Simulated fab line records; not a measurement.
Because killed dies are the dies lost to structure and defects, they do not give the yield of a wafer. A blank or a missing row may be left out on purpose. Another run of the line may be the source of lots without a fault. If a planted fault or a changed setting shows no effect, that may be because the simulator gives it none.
Chamber matching	flow n5-finfet	N5_BEOL_M12_ILD_DEP_00 on pecvd-01 has 3 sister chambers
The step deposits SiOC from DEMS/O2, target thk 658.92 nm, time 130.7 s. 3 wafers are shown with their chamber, then 9 later ones without.

WAFERS PAIRED WITH THEIR CHAMBERS
wafer	chamber	throttle-valve-pct (%)
L083.3	0	12.7
L085.3	2	11.7
L085.4	1	11.2

WAFERS WITH NO CHAMBER GIVEN
wafer	throttle-valve-pct (%)
L089.1	11.3
L089.2	12.8
L089.4	10.9
L091.3	12.8
L091.4	11.1
L091.5	11.4
L096.1	11.3
L096.2	12.7
L096.5	13.0

CHAMBER TAKEN BY EACH
wafer	from the rows above	in truth
L089.1	can't be placed: 1 or 2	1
L089.2	0	0
L089.4	1	1
L091.3	0	0
L091.4	1	1
L091.5	can't be placed: 1 or 2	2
L096.1	can't be placed: 1 or 2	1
L096.2	0	0
L096.5	0	0
Placed correctly: 6 of 9. Not placeable from these rows: 3 (in 3, the candidates include the true chamber). Number placed wrongly: 0.
How it was worked out, from the rows above alone: a wafer's distance from a chamber is the root of the sum, over the readings, of the square of ((its reading less the chamber's mean) divided by the reading's scatter). The wafer belongs to the nearest chamber; if the next one is less than 2 further off, it can't be placed. Each chamber's mean is taken over the wafers shown for it. The scatter: root of mean squared gap, hidden wafer to nearest shown wafer, with one shown wafer a chamber.
